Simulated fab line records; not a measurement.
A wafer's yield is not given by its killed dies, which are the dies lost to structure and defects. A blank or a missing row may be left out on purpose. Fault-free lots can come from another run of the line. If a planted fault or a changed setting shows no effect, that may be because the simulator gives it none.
fab line records | flow nandHarc | part 2 of 2: steps 23 to 32 of 32
record: lots: 5 wafers: 15 lastDay: 33
route steps=1302 shown A_STAIRCASE@821
lots that met no fault: taken from a fault-free run of the same line
startH: start of the lot's first displayed wafer, in hours after the record's first day | waitH: hours elapsed since this lot's preceding step | " identical to the entry in the row above | L1.1+2: a row that stands for several wafers | - no value present, or no start provided | * or withheld: withheld | < > ~ a bound
route shown NAME@n: a module of which the file shows steps, and the number in the route of the first | usual: mean and standard deviation over wafers with no fault | same: alike in all rows | chamber/n: place in a boat | sites: the reading at each site | _std_site: the values' standard deviation | _edge_site: the outer-site mean with the inner-site mean subtracted | radiusMm: how far each site lies from the wafer's centre | mask NAME#n: copy n | behind: tool/chamber where the wafer was last shaped | hold: what put the lot on hold/how long, in hours/how the hold closed | device: whichever transistor did not switch (one of n, p or np) | end of line: the route-end tests of the same wafers | where a step has no rows: the recipe by itself | killed: at the first sort, the dies lost to defects and structure; wafer yield is something else | map: a wafer's dies, x killed, . not, _ none there
set.NAME: the setting as run; set.NAME@STEP: as run at that earlier step | model.NAME: the simulator's own value behind a step, which no gauge read
lots seen at some steps along the route; tables by step, rows by wafer
services: from which hour (startH, from the record's first day; less than 0 if before it) a tool's chamber was out of use, for how many hours, and why
== steps ==
step: NHARC_A_STAIRCASE_WET_418
recipe: tempC: 160 targetDepthA: 200 chemistry: H3PO4
usual: bathHeatDutyPct: 28.2/2
columns lot.wafer tool chamber startH waitH bathHeatDutyPct
L074.1 wetH3po4-02 0 393.27 - 29.1
L074.4 " 0 " " 28.1
L074.5 " 0 " " 27.5
L081.3 wetH3po4-02 1 456.13 - 28.7
L081.4 " 1 " " 28.0
L081.5 " 1 " " 28.5
L092.1 wetH3po4-02 0 584.29 - 29.8
L092.3 " 0 " " 29.2
L092.4 " 0 " " 27.6
L097.4 wetH3po4-02 1 628.87 - 28.2
L097.5 " 1 " " 28.0
L097.6 " 1 " " 27.6
L096.3 wetH3po4-01 0 632.90 - 26.4
L096.4 " 0 " " 27.0
L096.5 " 0 " " 23.9
step: NHARC_A_STAIRCASE_PRECLEAN_419
recipe: timeS: * tempC: 50 bathAgeMin: 0 chemistry: SC1
usual: bathHeatDutyPct: 7.1/0.84
columns lot.wafer tool chamber startH waitH bathHeatDutyPct
L074.4 wetBench-06 3 393.84 0.0 7.7
L074.1 " 4 " " 7.5
L074.5 " 5 " " 8.3
L081.3 wetBench-06 2 456.70 0.0 5.3
L081.5 " 3 " " 7.6
L081.4 " 6 " " 7.6
L092.3 wetBench-05 7 584.89 0.0 6.7
L092.1 " 1 " " 5.7
L092.4 " 2 " " 8.0
L097.4 wetBench-06 2 629.45 0.0 5.9
L097.5 " 4 " " 7.7
L097.6 " 5 " " 8.7
L096.4 wetBench-05 7 633.47 0.0 7.1
L096.5 " 1 " " 6.4
L096.3 " 4 " " 6.7
step: NHARC_A_STAIRCASE_SRD_421
columns lot.wafer tool chamber startH waitH
L074.4+1+5 wetBench-06 3,4,5 393.91 0.1
L081.3+5+4 wetBench-06 2,3,6 - -
L092.3+1+4 wetBench-05 7,1,2 - -
L097.4+5+6 wetBench-06 2,4,5 - -
L096.4+5+3 wetBench-05 7,1,4 - -
step: NHARC_A_STAIRCASE_ALD_420
recipe: targetThkA: 200 pulseTimeS: 6 aldCycles: 200 tempC: 300 material: SiO2
usual: heaterPowerW: 455/31 precursorPulseHeightRel: 1.001/0.019
columns lot.wafer tool chamber startH waitH heaterPowerW precursorPulseHeightRel
L074.1 aldHk-01 2 394.94 1.0 447 1.009
L074.4 " 1 " " 507 1.000
L074.5 " 3 " " 438 1.038
L081.4 aldHk-02 1 457.16 - 509 0.985
L081.3 " 2 " " 434 0.995
L081.5 " 3 " " 466 1.009
L092.4 aldHk-04 3 585.03 - 486 0.981
L092.1 " 0 " " 476 1.019
L092.3 " 1 " " 412 0.968
L097.4 aldHk-01 0 630.29 - 426 0.983
L097.6 " 3 " " 427 1.029
L097.5 " 0 " " 433 0.990
L096.3 aldHk-04 3 633.77 - 475 1.025
L096.4 " 1 " " 406 0.975
L096.5 " 3 " " 457 0.970
step: NHARC_A_STAIRCASE_CVD_552
recipe: targetThkA: 400 tempC: 700 pressureMtorr: 300 material: SiNx
usual: zonePowerUpperPct: 10.4/0.78
columns lot.wafer tool chamber startH waitH zonePowerUpperPct
L074.1 lpcvd-01 0 - - 10.4
L074.4 " 0 " " 10.4
L074.5 " 0 " " 10.2
L081.3 lpcvd-02 1 - - 11.8
L081.4 " 1 " " 11.5
L081.5 " 1 " " 11.7
L092.1 lpcvd-02 0 - - 10.2
L092.3 " 0 " " 10.3
L092.4 " 0 " " 10.3
L096.3 lpcvd-02 1 - - 11.5
L096.4 " 1 " " 11.6
L096.5 " 1 " " 11.7
L097.4 lpcvd-02 1 635.46 4.9 11.7
L097.5 " 1 " " 11.7
L097.6 " 1 " " 11.6
step: NHARC_A_STAIRCASE_DEP_151
recipe: targetThkA: 72000 tempC: 400 targetThkNm: 7200 teosFlowSccm: 200 rfW: 500 material: SiO2
usual: heaterPowerW: 643/86
columns lot.wafer tool chamber startH waitH heaterPowerW
L074.1 pecvd-01 1 402.21 0.5 555
L074.5 " 1 " " 509
L074.4 " 2 " " 661
L081.4 pecvd-02 0 465.21 0.7 654
L081.3 " 2 " " 575
L081.5 " 2 " " 567
L092.3 pecvd-04 1 594.44 0.5 686
L092.1 " 2 " " 747
L092.4 " 2 " " 647
L096.3 pecvd-01 1 639.27 0.6 601
L096.4 " 1 " " 501
L096.5 " 2 " " 652
L097.6 pecvd-02 0 639.38 0.7 694
L097.5 " 1 " " 633
L097.4 " 2 " " 521
step: NHARC_A_STAIRCASE_ANNEAL_320
recipe: tempC: 750 timeS: 1800
usual: tube_center_temp_C_max: 751.9/0.32 zonePowerUpperPct: 12.1/1.6
columns lot.wafer tool chamber startH waitH tube_center_temp_C_max zonePowerUpperPct
L074.1 furnace-03 0 406.57 - 752.6 11.9
L074.4 " 0 " " 751.6 11.8
L074.5 " 0 " " 752.0 11.7
L081.3 furnace-08 0 468.72 3.2 752.2 10.5
L081.4 " 0 " " 751.9 10.6
L081.5 " 0 " " 752.1 10.5
L092.1 furnace-08 0 601.36 - 752.0 10.4
L092.3 " 0 " " 752.2 10.6
L092.4 " 0 " " 752.0 10.4
L096.3 furnace-01 0 643.15 - 752.1 14.3
L096.4 " 0 " " 752.0 14.4
L096.5 " 0 " " 751.5 14.5
L097.4 furnace-01 0 643.15 - 751.9 14.3
L097.5 " 0 " " 751.8 14.6
L097.6 " 0 " " 751.7 14.2
step: NHARC_A_STAIRCASE_DEP_322
recipe: targetThkA: 72000 tempC: 400 targetThkNm: 7200 teosFlowSccm: 200 rfW: 500 material: SiO2
usual: heaterPowerW: 640/81
columns lot.wafer tool chamber startH waitH heaterPowerW
L074.1 pecvd-04 1 410.05 0.2 767
L074.4 " 0 " " 683
L074.5 " 2 " " 578
L081.4 pecvd-02 2 472.35 0.4 559
L081.3 " 0 " " 658
L081.5 " 0 " " 663
L092.1 pecvd-02 2 604.69 0.1 519
L092.3 " 1 " " 766
L092.4 " 0 " " 679
L096.3 pecvd-02 2 646.65 0.2 635
L096.5 " 2 " " 515
L096.4 " 1 " " 627
L097.6 pecvd-04 2 646.88 0.4 609
L097.4 " 0 " " 589
L097.5 " 1 " " 596
step: NHARC_A_STAIRCASE_ANNEAL_323
recipe: tempC: 750 timeS: 1800
usual: tube_center_temp_C_max: 751.87/0.27 zonePowerUpperPct: 12.0/1.6
columns lot.wafer tool chamber startH waitH tube_center_temp_C_max zonePowerUpperPct
L074.1 furnace-01 0 415.08 - 751.61 14.5
L074.4 " 0 " " 751.96 14.4
L074.5 " 0 " " 751.97 14.4
L081.3 furnace-01 0 476.01 3.4 751.37 14.4
L081.4 " 0 " " 752.02 14.5
L081.5 " 0 " " 751.67 14.3
L092.1 furnace-03 0 609.14 - 751.98 11.9
L092.3 " 0 " " 751.82 11.8
L092.4 " 0 " " 751.58 11.9
L096.3 furnace-01 0 650.83 - 751.91 14.6
L096.4 " 0 " " 752.00 14.6
L096.5 " 0 " " 751.85 14.4
L097.4 furnace-01 0 650.83 - 752.11 14.4
L097.5 " 0 " " 751.93 14.1
L097.6 " 0 " " 752.18 14.3
step: NHARC_A_STAIRCASE_DEP_325
recipe: targetThkA: 72000 tempC: 400 targetThkNm: 7200 teosFlowSccm: 200 rfW: 500 material: SiO2
usual: heaterPowerW: 653/79
columns lot.wafer tool chamber startH waitH heaterPowerW
L074.1 pecvd-04 0 418.49 0.1 730
L074.4 " 0 " " 660
L074.5 " 2 " " 573
L081.3 pecvd-02 0 479.59 0.3 813
L081.5 " 1 " " 612
L081.4 " 0 " " 669
L092.1 pecvd-04 2 612.78 0.4 796
L092.3 " 1 " " 709
L092.4 " 2 " " 623
L096.3 pecvd-02 1 654.34 0.2 728
L096.5 " 0 " " 700
L096.4 " 2 " " 517
L097.6 pecvd-04 2 654.53 0.3 610
L097.5 " 0 " " 587
L097.4 " 1 " " 581
== services ==
columns tool chamber startH hours kind
wetBench-06 - 369.60 8.0 pm
rieDiel-12 - 376.64 0.5 repair
rieDiel-03 2 394.33 1.7 repair
rieDiel-03 0 400.29 7.5 repair
rieDiel-12 3 401.05 5.6 repair
lithoTrack-02 - 402.00 7.0 pm
rieDiel-05 - 407.07 9.0 pm
wetBench-02 - 420.00 8.0 pm
rieDiel-12 - 447.42 9.0 pm
lithoTrack-03 - 450.01 7.0 pm
rieDiel-03 2 453.37 4.3 repair
rieDiel-12 - 458.24 0.5 repair
rieDiel-03 - 459.55 9.0 pm
rieDiel-05 2 464.84 31.8 repair
rieDiel-03 1 502.74 20.3 repair
rieDiel-12 - 536.03 2.2 repair
rieDiel-12 2 569.33 2.6 repair
lithoTrack-02 - 577.00 7.0 pm
rieDiel-05 - 584.74 9.0 pm
rieDiel-03 0 606.54 6.3 repair
rieDiel-12 - 624.49 9.0 pm
lithoTrack-03 - 625.01 7.0 pm
rieDiel-03 - 638.00 9.0 pm
rieDiel-05 - 650.31 0.5 repair
